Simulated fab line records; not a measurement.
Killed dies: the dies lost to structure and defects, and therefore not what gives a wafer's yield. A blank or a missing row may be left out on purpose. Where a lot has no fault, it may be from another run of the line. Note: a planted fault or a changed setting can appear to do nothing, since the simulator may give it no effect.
fab line records + flow n5Finfet
record:
- lots: 6
- wafers: 18
- lastDay: 19
route steps=1938 shown HKMG_FIN@444 PASSIVATION@1936
lots that met no fault: taken from a fault-free run of the same line
startH: hours from the record's opening day to when the first of the lot's shown wafers began + waitH: hours from the lot's prior step to this one + " as in the row above + L1.1+2: a row that stands for several wafers + - no value, or no start given + * or withheld: withheld + < > ~ a bound
route shown NAME@n: names a module that has steps shown in the file, with the first one's number in the route + usual: the fault-free wafers' mean and standard deviation + same: alike in all rows + chamber/n: place in a boat + sites: each site's reading + _std_site: standard deviation across them + _edge_site: mean of outer sites minus mean of inner sites + radiusMm: for every site, how far away it sits from the centre of the wafer + mask NAME#n: copy n + behind: the most recent tool/chamber to have shaped the wafer + hold: the reason the lot was held/the length of the hold in hours/how it ended + device: the transistor (n, p or np) that didn't switch + end of line: the route-end tests of the same wafers + where a step has no rows: the recipe by itself + killed: dies that structure and defects cost at the first sort, which is not the same as the wafer's yield + map: a wafer's dies, x killed, . not, _ none there
set.NAME: the setting the step ran with; set.NAME@STEP: the setting that earlier step ran with + model.NAME: the simulator's own value behind a step, which no gauge read
certain route steps with their lots: each step a table, each wafer a row
services: the hour from which a tool's chamber was out of use, counted from the record's first day as startH (under 0 if before that day), plus the number of hours and why
== steps ==
step: N5_HKMG_FIN_ETCH_86
recipe:
- chemistry: N2/H2
- target: SOC
- targetDepthA: 3932
- stopOn: TiN
- ionEnergyEv: 100
- biasW: 61
- pressureMtorr: 30
- sourceW: 850
- n2FlowSccm: 200
- h2FlowSccm: 200
step: N5_HKMG_FIN_STRIP_89
recipe:
- chemistry: N2/H2
- material: SOC
- timeS: 20
- powerW: 500
- tempC: 40
- pressureMtorr: 50
- rfFrequencyHz: 6e+07
- biasPowerW: 8
- h2Frac: 0.5
- n2FlowSccm: 300
- h2FlowSccm: 300
usual:
- drypumpMotorCurrentA: 5.50/0.27
- oesProductAu: 0.77/0.1
- rfFwdPowerW: 497.1/1.7
- rfVppV: 54.3/0.87
- showerheadPlenumPTorr: 3.34/0.11
- throttleValvePct: 19.0/0.38
| lot.wafer | tool       | chamber | startH | waitH | drypumpMotorCurrentA | oesProductAu | rfFwdPowerW | rfHoursCounterH | rfVppV | showerheadPlenumPTorr | throttleValvePct |
|-----------|------------|---------|--------|-------|----------------------|--------------|-------------|-----------------|--------|-----------------------|------------------|
| L168.1    | rieDiel-03 | 0       | 91.90  | 0.0   | 5.84                 | 0.68         | 498.1       | 243             | 54.1   | 3.45                  | 18.9             |
| L168.2    | "          | 2       | "      | "     | 4.93                 | 0.70         | 494.6       | 247             | 53.6   | 3.18                  | 19.5             |
| L168.6    | "          | 1       | "      | "     | 5.85                 | 0.71         | 495.2       | -               | 54.8   | 3.47                  | 19.3             |
| L178.1    | rieDiel-01 | 0       | 149.20 | 0.0   | 5.36                 | 0.71         | 496.6       | 189             | 54.1   | 3.47                  | 19.3             |
| L178.5    | "          | 0       | "      | "     | 5.33                 | 0.71         | 497.6       | -               | 54.6   | 3.47                  | 19.3             |
| L178.6    | "          | 3       | "      | "     | 5.26                 | 0.93         | 498.5       | -               | 54.1   | 3.28                  | 18.3             |
| L182.3    | rieDiel-01 | 0       | 171.03 | 0.0   | 5.34                 | 0.70         | 496.9       | 198             | 54.0   | 3.47                  | 19.3             |
| L182.5    | "          | 3       | "      | "     | 5.27                 | 0.91         | 498.4       | -               | 54.0   | 3.28                  | 18.3             |
| L182.6    | "          | 0       | "      | "     | 5.34                 | 0.70         | 496.6       | -               | 56.0   | 3.47                  | 19.3             |
| L184.4    | rieDiel-04 | 3       | 182.96 | 0.0   | 5.22                 | 0.74         | 495.7       | 173             | 52.5   | 3.37                  | 19.4             |
| L184.5    | "          | 3       | "      | "     | 5.23                 | 0.75         | 493.6       | -               | 53.8   | 3.37                  | 19.4             |
| L184.6    | "          | 2       | "      | "     | 5.42                 | 0.68         | 499.3       | -               | 54.2   | 3.30                  | 18.6             |
| L187.1    | rieDiel-04 | 0       | 202.20 | 0.0   | 5.54                 | 0.71         | 496.0       | 224             | 54.7   | 3.33                  | 19.5             |
| L187.2    | "          | 3       | "      | "     | 5.22                 | 0.73         | 496.1       | 182             | 54.7   | 3.36                  | 19.4             |
| L187.6    | "          | 3       | "      | "     | 5.23                 | 0.73         | 496.4       | -               | 54.9   | 3.36                  | 19.4             |
| L189.1    | rieDiel-01 | 3       | 214.04 | 0.0   | 5.25                 | 0.86         | 498.2       | 45              | 53.6   | 3.27                  | 18.3             |
| L189.3    | "          | 1       | "      | "     | 5.65                 | 0.68         | 497.2       | 233             | 54.7   | 3.17                  | 18.8             |
| L189.5    | "          | 0       | "      | "     | 5.35                 | 0.69         | 499.6       | -               | 54.6   | 3.46                  | 19.3             |
step: N5_HKMG_FIN_WET_ETCH_87
recipe:
- chemistry: SC1
- target: TiN
- mix: 1:2:40
- tempC: 50
- timeS: 154.2
- targetDepthNm: 4.7
- dry: ipaMarangoni
- rinseTimeS: 30
- rinseTempC: 23
step: N5_HKMG_FIN_STRIP_88
recipe:
- chemistry: N2/H2
- powerW: 2500
- tempC: 300
- h2Frac: 0.65
- timeS: 360
- pressureMtorr: withheld
- n2FlowSccm: 1750
- h2FlowSccm: 3250
usual:
- drypumpMotorCurrentA: 6.1/0.58
- heaterPowerW: 478/37
| lot.wafer | tool           | chamber | startH | waitH | drypumpMotorCurrentA | heaterPowerW | rfHoursCounterH |
|-----------|----------------|---------|--------|-------|----------------------|--------------|-----------------|
| L168.1    | plasmaAsher-02 | 1       | 92.09  | 0.0   | 6.7                  | 495          | 95              |
| L168.2    | "              | 0       | "      | "     | 5.7                  | 498          | 95              |
| L168.6    | "              | 0       | "      | "     | 5.7                  | 513          | -               |
| L178.1    | plasmaAsher-02 | 1       | 149.40 | 0.0   | 6.7                  | 482          | 106             |
| L178.5    | "              | 0       | "      | "     | 5.6                  | 522          | -               |
| L178.6    | "              | 1       | "      | "     | 6.7                  | 496          | -               |
| L182.3    | plasmaAsher-02 | 1       | 171.34 | 0.1   | 6.7                  | 491          | -               |
| L182.5    | "              | 1       | "      | "     | 6.7                  | 517          | -               |
| L182.6    | "              | 0       | "      | "     | 5.7                  | 525          | -               |
| L184.4    | plasmaAsher-02 | 1       | 183.27 | 0.1   | 6.7                  | 486          | -               |
| L184.5    | "              | 1       | "      | "     | 6.7                  | 499          | -               |
| L184.6    | "              | 0       | "      | "     | 5.7                  | 517          | -               |
| L187.1    | plasmaAsher-01 | 0       | 202.39 | 0.0   | 5.3                  | 422          | 54              |
| L187.2    | "              | 1       | "      | "     | 6.6                  | 481          | 54              |
| L187.6    | "              | 1       | "      | "     | 6.6                  | 467          | -               |
| L189.1    | plasmaAsher-02 | 0       | 214.23 | 0.0   | 5.7                  | 516          | 123             |
| L189.3    | "              | 1       | "      | "     | 6.7                  | 489          | -               |
| L189.5    | "              | 0       | "      | "     | 5.7                  | 516          | -               |
step: N5_HKMG_FIN_NWFM_ALD_20
recipe:
- material: TiAlC
- targetThkA: 20
- tempC: 300
- aldPrecursorFamily: TiCl4
- aldCoReactant: TEA
- pulseTimeS: 3
- purgeTimeS: 2
- coReactantPurgeTimeS: 2
- coReactantPulseTimeS: 10
- aldCycles: 7
- pressureTorr: 3
step: N5_HKMG_FIN_ALD_71
recipe:
- material: TiN
- targetThkA: 10
- tempC: 400
- aldPrecursorFamily: TiCl4
- aldCoReactant: NH3
- pulseTimeS: 1
- purgeTimeS: 3
- coReactantPurgeTimeS: 2
- coReactantPulseTimeS: 2
- aldCycles: 47
- pressureTorr: 3
usual:
- aldCycles: 47/0
- heaterPowerW: 876/80
- precursorPulseHeightRel: 1.003/0.02
| lot.wafer | tool        | chamber | startH | waitH | aldCycles | heaterPowerW | precursorPulseHeightRel |
|-----------|-------------|---------|--------|-------|-----------|--------------|-------------------------|
| L168.1    | aldMetal-03 | 0       | 92.58  | 0.0   | 47        | 757          | 1.023                   |
| L168.2    | "           | 2       | "      | "     | 47        | 868          | 0.996                   |
| L168.6    | "           | 3       | "      | "     | 47        | 946          | 1.026                   |
| L178.1    | aldMetal-03 | 0       | 149.89 | 0.0   | 47        | 731          | 1.041                   |
| L178.5    | "           | 3       | "      | "     | 47        | 958          | 1.004                   |
| L178.6    | "           | 2       | "      | "     | 47        | 897          | 0.970                   |
| L182.3    | aldMetal-04 | 1       | 171.71 | 0.0   | 47        | 782          | 0.980                   |
| L182.5    | "           | 0       | "      | "     | 47        | 748          | 1.022                   |
| L182.6    | "           | 3       | "      | "     | 47        | 759          | 1.013                   |
| L184.4    | aldMetal-03 | 1       | 183.63 | 0.0   | 47        | 893          | 0.958                   |
| L184.5    | "           | 2       | "      | "     | 47        | 882          | 0.985                   |
| L184.6    | "           | 1       | "      | "     | 47        | 941          | 0.992                   |
| L187.1    | aldMetal-02 | 2       | 202.87 | 0.0   | 47        | 969          | 0.993                   |
| L187.2    | "           | 1       | "      | "     | 47        | 908          | 0.995                   |
| L187.6    | "           | 2       | "      | "     | 47        | 948          | 0.971                   |
| L189.1    | aldMetal-03 | 1       | 214.71 | 0.0   | 47        | 924          | 1.022                   |
| L189.3    | "           | 2       | "      | "     | 47        | 881          | 1.012                   |
| L189.5    | "           | 2       | "      | "     | 47        | 909          | 1.018                   |
step: N5_HKMG_FIN_COAT_66
recipe:
- resist: SOC
- tempC: 250
- timeS: 60
- spinRpm: 1500
- resistThkNm: 300
step: N5_HKMG_FIN_ETCH_67
recipe:
- chemistry: N2/H2
- target: SOC
- targetDepthA: 3889
- stopOn: TiN
- ionEnergyEv: 100
- biasW: 61
- pressureMtorr: 30
- sourceW: 850
- n2FlowSccm: 200
- h2FlowSccm: 200
step: N5_HKMG_FIN_STRIP_90
recipe:
- chemistry: N2/H2
- material: SOC
- timeS: 20
- powerW: 500
- tempC: 40
- pressureMtorr: 50
- rfFrequencyHz: 6e+07
- biasPowerW: 8
- h2Frac: 0.5
- n2FlowSccm: 300
- h2FlowSccm: 300
step: N5_HKMG_FIN_WET_ETCH_73
recipe:
- chemistry: SC1
- mix: 1:2:40
- tempC: 50
- timeS: 42.3
- targetDepthNm: 1.3
- dry: ipaMarangoni
- rinseTimeS: 30
- rinseTempC: 23
step: N5_HKMG_FIN_ETCHBACK_68
recipe:
- chemistry: Cl2/Ar
- stopOn: HfO2
- targetDepthA: 5
- pressureMtorr: 10
- icpW: 600
- biasW: 60
- Cl2_flow_sccm: 40
- Ar_flow_sccm: 60
step: N5_HKMG_FIN_STRIP_69
recipe:
- chemistry: N2/H2
- powerW: 2500
- tempC: 300
- h2Frac: 0.65
- timeS: 360
- pressureMtorr: withheld
- n2FlowSccm: 1750
- h2FlowSccm: 3250
usual:
- drypumpMotorCurrentA: 6.1/0.59
- heaterPowerW: 476/37
| lot.wafer | tool           | chamber | startH | waitH | drypumpMotorCurrentA | heaterPowerW | rfHoursCounterH |
|-----------|----------------|---------|--------|-------|----------------------|--------------|-----------------|
| L168.1    | plasmaAsher-02 | 0       | 93.28  | 0.1   | 5.6                  | 510          | 96              |
| L168.2    | "              | 1       | "      | "     | 6.7                  | 495          | 96              |
| L168.6    | "              | 0       | "      | "     | 5.6                  | 527          | -               |
| L178.1    | plasmaAsher-01 | 1       | 150.68 | 0.1   | 6.6                  | 466          | 46              |
| L178.5    | "              | 0       | "      | "     | 5.3                  | 415          | -               |
| L178.6    | "              | 1       | "      | "     | 6.6                  | 463          | -               |
| L182.3    | plasmaAsher-02 | 0       | 172.54 | 0.2   | 5.6                  | 505          | -               |
| L182.5    | "              | 0       | "      | "     | 5.6                  | 501          | -               |
| L182.6    | "              | 1       | "      | "     | 6.7                  | 502          | -               |
| L184.4    | plasmaAsher-01 | 1       | 184.45 | 0.2   | 6.6                  | 469          | -               |
| L184.5    | "              | 1       | "      | "     | 6.6                  | 478          | -               |
| L184.6    | "              | 0       | "      | "     | 5.3                  | 423          | -               |
| L187.1    | plasmaAsher-02 | 0       | 203.57 | 0.1   | 5.6                  | 519          | 120             |
| L187.2    | "              | 1       | "      | "     | 6.7                  | 494          | 120             |
| L187.6    | "              | 0       | "      | "     | 5.7                  | 520          | -               |
| L189.1    | plasmaAsher-01 | 0       | 215.41 | 0.1   | 5.3                  | 415          | 56              |
| L189.3    | "              | 1       | "      | "     | 6.6                  | 475          | -               |
| L189.5    | "              | 0       | "      | "     | 5.3                  | 406          | -               |
step: N5_HKMG_FIN_ALD_21
recipe:
- material: TiN
- targetThkA: 15
- tempC: 400
- aldPrecursorFamily: TiCl4
- aldCoReactant: NH3
- pulseTimeS: 1
- purgeTimeS: 3
- coReactantPurgeTimeS: 2
- coReactantPulseTimeS: 2
- aldCycles: 68
- pressureTorr: 3
usual:
- aldCycles: 68/0
- heaterPowerW: 869/84
- precursorPulseHeightRel: 0.997/0.02
| lot.wafer | tool        | chamber | startH | waitH | aldCycles | heaterPowerW | precursorPulseHeightRel |
|-----------|-------------|---------|--------|-------|-----------|--------------|-------------------------|
| L168.1    | aldMetal-03 | 3       | 93.66  | 0.3   | 68        | 952          | 0.999                   |
| L168.2    | "           | 1       | "      | "     | 68        | 907          | 1.003                   |
| L168.6    | "           | 0       | "      | "     | 68        | 753          | 0.996                   |
| L178.1    | aldMetal-04 | 0       | 151.06 | 0.3   | 68        | 753          | 0.986                   |
| L178.5    | "           | 0       | "      | "     | 68        | 761          | 1.019                   |
| L178.6    | "           | 3       | "      | "     | 68        | 765          | 0.976                   |
| L182.3    | aldMetal-03 | 0       | 172.80 | 0.1   | 76        | 748          | 1.018                   |
| L182.5    | "           | 1       | "      | "     | 68        | 913          | 1.012                   |
| L182.6    | "           | 0       | "      | "     | 68        | 741          | 0.976                   |
| L184.4    | aldMetal-04 | 3       | 184.71 | 0.1   | 68        | 766          | 0.998                   |
| L184.5    | "           | 1       | "      | "     | 68        | 807          | 1.006                   |
| L184.6    | "           | 0       | "      | "     | 68        | 745          | 1.006                   |
| L187.1    | aldMetal-03 | 1       | 203.96 | 0.3   | 76        | 909          | 0.989                   |
| L187.2    | "           | 2       | "      | "     | 68        | 881          | 0.964                   |
| L187.6    | "           | 0       | "      | "     | 68        | 750          | 0.982                   |
| L189.1    | aldMetal-04 | 1       | 215.80 | 0.3   | 68        | 808          | 1.011                   |
| L189.3    | "           | 2       | "      | "     | 68        | 921          | 0.988                   |
| L189.5    | "           | 1       | "      | "     | 68        | 787          | 0.985                   |
step: N5_HKMG_FIN_ALD_72
recipe:
- material: W
- targetThkA: 20
- tempC: 300
- pressureTorr: 7.5
- aldPrecursorFamily: WF6
- aldCoReactant: B2H6
- pulseTimeS: 1
- purgeTimeS: 2
- coReactantPurgeTimeS: 2
- coReactantPulseTimeS: 3
- aldCycles: 7
usual:
- aldCycles: 7/0
- heaterPowerW: 498/43
- precursorPulseHeightRel: 0.997/0.02
| lot.wafer | tool    | chamber | startH | waitH | aldCycles | heaterPowerW | precursorPulseHeightRel |
|-----------|---------|---------|--------|-------|-----------|--------------|-------------------------|
| L168.1    | cvdW-01 | 0       | 94.02  | 0.2   | 7         | 475          | 0.993                   |
| L168.2    | "       | 1       | "      | "     | 7         | 469          | 1.022                   |
| L168.6    | "       | 1       | "      | "     | 7         | 459          | 0.999                   |
| L178.1    | cvdW-02 | 1       | 151.43 | 0.2   | 7         | 577          | 0.992                   |
| L178.5    | "       | 1       | "      | "     | 7         | 570          | 0.995                   |
| L178.6    | "       | 0       | "      | "     | 7         | 500          | 1.008                   |
| L182.3    | cvdW-02 | 1       | 173.18 | 0.2   | 7         | 570          | 0.980                   |
| L182.5    | "       | 1       | "      | "     | 7         | 582          | 1.036                   |
| L182.6    | "       | 0       | "      | "     | 7         | 496          | 0.954                   |
| L184.4    | cvdW-01 | 0       | 185.10 | 0.2   | 7         | 466          | 0.989                   |
| L184.5    | "       | 1       | "      | "     | 7         | 468          | 1.016                   |
| L184.6    | "       | 0       | "      | "     | 7         | 485          | 0.998                   |
| L187.1    | cvdW-02 | 0       | 204.33 | 0.2   | 7         | 486          | 0.985                   |
| L187.2    | "       | 1       | "      | "     | 7         | 554          | 1.031                   |
| L187.6    | "       | 0       | "      | "     | 7         | 483          | 0.969                   |
| L189.1    | cvdW-02 | 1       | 216.16 | 0.2   | 7         | 577          | 1.013                   |
| L189.3    | "       | 0       | "      | "     | 7         | 474          | 0.993                   |
| L189.5    | "       | 1       | "      | "     | 7         | 577          | 1.008                   |
step: N5_PASSIVATION_PROBE_49
usual:
- killed_at_M0_to_M3: 33/11
- killed_at_M4_up: 15/6.2
- killedAtContacts: 13/6.5
- killedAtFrontEnd: 38/11
- killedAtOther: 3.4/2.6
- killedDies: 102/17
- killedOpen: 67/12
- killedShort: 34/7.9
same:
- grossDies: 1180
- killedAtBackSide: 0
| lot.wafer | tool      | chamber | startH | waitH | killed_at_M0_to_M3 | killed_at_M4_up | killedAtContacts | killedAtFrontEnd | killedAtOther | killedDies | killedOpen | killedShort |
|-----------|-----------|---------|--------|-------|--------------------|-----------------|------------------|------------------|---------------|------------|------------|-------------|
| L168.1    | prober-02 | -       | 315.73 | 0.0   | 24                 | 13              | 10               | 29               | 7             | 83         | 53         | 29          |
| L168.2    | prober-02 | -       | 315.78 | 0.1   | 33                 | 15              | 14               | 30               | 3             | 95         | 72         | 23          |
| L168.6    | prober-02 | -       | 315.98 | 0.3   | 26                 | 11              | 12               | 39               | 3             | 91         | 62         | 28          |
| L178.1    | prober-02 | -       | 363.66 | 0.0   | 30                 | 11              | 8                | 42               | 1             | 92         | 61         | 31          |
| L178.5    | prober-02 | -       | 363.86 | 0.2   | 39                 | 13              | 4                | 48               | 2             | 106        | 64         | 41          |
| L178.6    | prober-02 | -       | 363.91 | 0.3   | 35                 | 11              | 3                | 29               | 2             | 80         | 53         | 25          |
| L184.4    | prober-02 | -       | 420.28 | 0.2   | 32                 | 15              | 17               | 35               | 4             | 103        | 59         | 42          |
| L184.5    | prober-02 | -       | 420.33 | 0.2   | 21                 | 15              | 13               | 28               | 3             | 80         | 54         | 26          |
| L184.6    | prober-02 | -       | 420.38 | 0.3   | 28                 | 18              | 21               | 40               | 2             | 109        | 67         | 38          |
| L187.1    | prober-02 | -       | 455.74 | 0.0   | 33                 | 26              | 13               | 28               | 3             | 103        | 75         | 25          |
| L187.2    | prober-02 | -       | 455.79 | 0.1   | 37                 | 23              | 5                | 37               | 3             | 105        | 71         | 32          |
| L187.6    | prober-02 | -       | 455.99 | 0.3   | 22                 | 17              | 6                | 23               | 0             | 68         | 46         | 19          |
killed by level:class
L168.1 FIN_SAQP:geometricParticle:open=9 FIN_SAQP:geometricParticle:short=8 BEOL_M0_SAQP:geometricParticle:open=7 MOL_CONTACT_COAG:geometricParticle:open=6 BEOL_M0_SAQP:geometricParticle:short=6 GATE_CUT:geometricParticle:short=5 BEOL_M0:geometricParticle:open=4 BEOL_M4:geometricParticle:open=4
L168.2 BEOL_M0_SAQP:geometricParticle:open=14 FIN_SAQP:geometricParticle:open=11 BEOL_M3:geometricParticle:open=11 MOL_CONTACT_COAG:geometricParticle:open=10 FIN_SAQP:geometricParticle:short=6 BEOL_M0_SAQP:geometricParticle:short=5 BEOL_M4:geometricParticle:open=5 MOL_CONTACT_COAG:geometricParticle:short=4
L168.6 FIN_SAQP:geometricParticle:open=16 MOL_CONTACT_COAG:geometricParticle:open=10 BEOL_M0_SAQP:geometricParticle:short=8 FIN_SAQP:geometricParticle:short=7 BEOL_M0_SAQP:geometricParticle:open=7 BEOL_M3:geometricParticle:open=5 STI_FIN_REVEAL:geometricParticle:open=3 GATE_CUT:geometricParticle:short=3
L178.1 FIN_SAQP:geometricParticle:open=9 STI_FIN_REVEAL:geometricParticle:open=7 GATE_CUT:geometricParticle:short=7 BEOL_M1:geometricParticle:open=7 BEOL_M2:geometricParticle:open=7 FIN_SAQP:geometricParticle:short=5 MOL_CONTACT_COAG:geometricParticle:short=5 BEOL_M0_SAQP:geometricParticle:short=5
L178.5 FIN_SAQP:geometricParticle:open=13 BEOL_M0_SAQP:geometricParticle:open=13 FIN_SAQP:geometricParticle:short=10 BEOL_M0_SAQP:geometricParticle:short=9 GATE_CUT:geometricParticle:short=7 BEOL_M1:geometricParticle:open=6 BEOL_M4:geometricParticle:open=6 GATE_CUT:geometricParticle:open=5
L178.6 BEOL_M1:geometricParticle:open=10 FIN_SAQP:geometricParticle:open=8 BEOL_M2:geometricParticle:open=5 STI_FIN_REVEAL:geometricParticle:open=4 GATE_CUT:geometricParticle:short=4 BEOL_M0_SAQP:geometricParticle:open=4 BEOL_M0_SAQP:geometricParticle:short=4 BEOL_M3:geometricParticle:open=4
L184.4 MOL_CONTACT_COAG:geometricParticle:open=16 FIN_SAQP:geometricParticle:short=13 FIN_SAQP:geometricParticle:open=10 BEOL_M3:geometricParticle:short=8 BEOL_M0_SAQP:geometricParticle:open=4 BEOL_M0_SAQP:geometricParticle:short=4 BEOL_M2:geometricParticle:open=4 BEOL_M4:geometricParticle:open=4
L184.5 MOL_CONTACT_COAG:geometricParticle:open=13 BEOL_M4:geometricParticle:open=8 FIN_SAQP:geometricParticle:short=6 STI_FIN_REVEAL:geometricParticle:open=6 BEOL_M0_SAQP:geometricParticle:short=4 STARTING-WAFER:geometricParticle:short=4 FIN_SAQP:geometricParticle:open=3 STI_FIN_REVEAL:geometricParticle:short=3
L184.6 MOL_CONTACT_COAG:geometricParticle:open=18 FIN_SAQP:geometricParticle:short=13 BEOL_M0_SAQP:geometricParticle:short=8 FIN_SAQP:geometricParticle:open=7 BEOL_M4:geometricParticle:open=7 BEOL_M5:geometricParticle:open=6 BEOL_M0_SAQP:geometricParticle:open=5 STI_FIN_REVEAL:geometricParticle:open=4
L187.1 BEOL_M4:geometricParticle:open=16 MOL_CONTACT_COAG:geometricParticle:open=12 FIN_SAQP:geometricParticle:open=8 BEOL_M0_SAQP:geometricParticle:open=8 BEOL_M0_SAQP:geometricParticle:short=6 STARTING-WAFER:geometricParticle:open=6 DUMMY_GATE:geometricParticle:open=5 BEOL_M3:geometricParticle:open=4
L187.2 FIN_SAQP:geometricParticle:open=15 BEOL_M4:geometricParticle:open=12 BEOL_M3:geometricParticle:open=7 BEOL_M0_SAQP:geometricParticle:open=6 BEOL_M2:geometricParticle:open=5 MOL_CONTACT_COAG:geometricParticle:open=5 BEOL_M0:geometricParticle:open=5 FIN_SAQP:geometricParticle:short=4
L187.6 FIN_SAQP:geometricParticle:open=6 BEOL_M0_SAQP:geometricParticle:short=6 BEOL_M4:geometricParticle:open=6 MOL_CONTACT_COAG:geometricParticle:open=5 BEOL_M1:geometricParticle:open=5 BEOL_M5:geometricParticle:open=5 DUMMY_GATE:geometricParticle:open=4 BEOL_M2:geometricParticle:open=4
== services ==
| tool           | chamber | startH | hours | kind                        |
|----------------|---------|--------|-------|-----------------------------|
| rieDiel-01     | 3       | 71.90  | 8.0   | repair                      |
| aldMetal-03    | -       | 75.56  | 2.6   | repair                      |
| rieDiel-01     | 3       | 84.55  | -     | clean                       |
| rieDiel-01     | 3       | 84.55  | -     | consumableReplace:focusRing |
| rieDiel-01     | 3       | 84.55  | 14.8  | scheduledDown               |
| rieDiel-01     | 3       | 84.55  | 14.8  | ventCycle                   |
| aldMetal-02    | -       | 88.79  | 1.2   | pm                          |
| aldMetal-04    | -       | 90.06  | 17.3  | repair                      |
| rieDiel-01     | 1       | 97.91  | 3.7   | repair                      |
| aldMetal-02    | 0       | 101.29 | 13.8  | repair                      |
| cvdW-01        | -       | 115.34 | 0.8   | repair                      |
| plasmaAsher-02 | -       | 129.60 | 2.3   | repair                      |
| rieDiel-01     | 0       | 130.07 | 9.3   | repair                      |
| rieDiel-01     | -       | 130.59 | 0.9   | repair                      |
| rieDiel-03     | -       | 149.57 | 2.8   | pm                          |
| rieDiel-04     | 0       | 165.31 | 3.0   | repair                      |
| plasmaAsher-01 | -       | 166.52 | 6.3   | repair                      |
| aldMetal-03    | -       | 177.15 | 0.4   | repair                      |
| plasmaAsher-01 | -       | 182.30 | 1.2   | repair                      |
| rieDiel-04     | 2       | 183.03 | -     | clean                       |
| rieDiel-04     | 2       | 183.03 | -     | consumableReplace:focusRing |
| rieDiel-04     | 2       | 183.03 | 14.3  | scheduledDown               |
| cvdW-02        | 0       | 202.41 | 1.3   | repair                      |
| aldMetal-02    | -       | 203.60 | 0.8   | repair                      |
== key ==
firstSign:
- step: N5_HKMG_FIN_ALD_21
- reading: aldCycles
- direction: up
- sigmas: 99+
- usual: *
- struck: *
effect none on later readings
metAt N5_HKMG_FIN_ALD_21
struckWafers L182.3,L187.1
testerLeftOut L182,L187
onsetBetween 93.66 172.80
fault:
- kind: processParameterDrift
- tool: aldMetal-03
- chamber: -
- onsetH: 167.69
- steps: N5_HKMG_FIN_ALD_21
- channel: aldCycles
- offset: *
- shape: step
- endH: 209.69
- scope: struckWafersOnly
- actsIn: *
- stated: *
testerLeftOut: of these lots the tester's yield and bins aren't shown, on N5 and GAA mostly nor the transistor test; their killed dies are dies lost to structure and defects alone, not to doping, threshold or leakage, so they don't give the yield
